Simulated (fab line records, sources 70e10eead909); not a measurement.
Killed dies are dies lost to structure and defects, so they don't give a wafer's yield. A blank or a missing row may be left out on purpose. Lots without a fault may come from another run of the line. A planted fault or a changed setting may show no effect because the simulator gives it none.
One fault seen from 2 desks | flow nand_harc | each desk has only its own numbers; what lay behind them comes last

THE TOOL OWNER'S DESK: lpcvd_poly-04
The tool's own readings at NHARC_A_CHANNEL_FILL_D2_CVD_09 (deposits poly-Si, target thk 150 nm, time 3000 s): means of the sampled wafers that have a number, for each lot that ran on this tool. A lot is out of limits, marked OUT, if its mean lies more than 4 standard deviations from the usual mean; the brackets give that distance. Of its 8 readings 7 are shown: the one that was out of limits first, and those that lie furthest out on some lot.
Columns: A = spike_tc_bottom_C at NHARC_A_CHANNEL_FILL_D2_CVD_09, usual 639 C; B = spike_tc_centre_C at NHARC_A_CHANNEL_FILL_D2_CVD_09, usual 621.4 C; C = spike_tc_lower_C at NHARC_A_CHANNEL_FILL_D2_CVD_09, usual 620.4 C; D = spike_tc_top_C at NHARC_A_CHANNEL_FILL_D2_CVD_09, usual 639 C; E = spike_tc_upper_C at NHARC_A_CHANNEL_FILL_D2_CVD_09, usual 618.5 C; F = tube_center_temp_C at NHARC_A_CHANNEL_FILL_D2_CVD_09, usual 620.01 C; G = zone_power_lower_pct at NHARC_A_CHANNEL_FILL_D2_CVD_09, usual 8.66 %
lot  | first seen here | A              | B               | C               | D             | E               | F                        | G
L486 | day 15 12:51    | 642            | 622.5           | 621.4           | 640           | 618.9           | 620.01                   | 8.93
L488 | day 16 18:14    | 644            | 623.3           | 621.3           | 640           | 618.4           | 619.97                   | 8.89
L492 | day 19 06:23    | 599 (-8.9) OUT | 579.7 (-26) OUT | 578.0 (-28) OUT | 598 (-13) OUT | 574.7 (-40) OUT | 576.84 (-99 or more) OUT | 7.95
L493 | day 19 10:48    | 600 (-8.6) OUT | 580.9 (-25) OUT | 578.8 (-28) OUT | 598 (-12) OUT | 575.8 (-39) OUT | 576.83 (-99 or more) OUT | 7.92
L496 | day 20 14:43    | 600 (-8.7) OUT | 579.0 (-26) OUT | 578.4 (-28) OUT | 598 (-12) OUT | 575.4 (-39) OUT | 576.80 (-99 or more) OUT | 7.95
L504 | day 24 08:29    | 644            | 622.5           | 621.6           | 638           | 617.7           | 620.04                   | 9.01
L506 | day 24 22:34    | 643            | 622.4           | 622.1           | 640           | 617.7           | 620.06                   | 8.97
This desk's finding: out of limits on L492, L493, L496; first on L492, day 19 06:23 (spike_tc_bottom_C at NHARC_A_CHANNEL_FILL_D2_CVD_09). In limits: L486, L488, L504, L506.

THE DEFECT DESK
What the inspections along the route counted, lot by lot: means of the sampled wafers that have a number. A lot is out of limits, marked OUT, if its mean lies more than 4 standard deviations from the usual mean; the brackets give that distance.
Columns: A = raw_defect_count at NHARC_A_CHANNEL_FILL_D2_INSPECT_13, usual 385
lot  | first seen here | A
L484 | day 15 05:01    | 403
L486 | day 15 16:53    | 384
L488 | day 16 22:11    | 356
L492 | day 19 10:08    | 383
L493 | day 19 14:37    | 454
L496 | day 20 18:32    | 239
L503 | day 23 19:08    | 271
L504 | day 24 12:17    | 449
L505 | day 24 20:25    | 548
L507 | day 24 20:25    | 255
L506 | day 25 02:25    | 401
This desk's finding: nothing out of limits on any of the 11 lots.

PUT TOGETHER
The tool owner's desk could have raised an alarm at day 19 06:23, on L492, L493, L496.
The defect desk saw nothing out of limits.
The defect desk has L492, L493, L496 on record, within its limits.
Of the lots named, all ran NHARC_A_CHANNEL_FILL_D2_CVD_09 on lpcvd_poly-04.

WHAT THE SIMULATOR HAD PUT IN
Process parameter drift: lpcvd_poly-04, from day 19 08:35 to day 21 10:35, at NHARC_A_CHANNEL_FILL_D2_CVD_09. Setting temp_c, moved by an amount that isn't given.
Lots struck among those shown: L492, L493, L496.
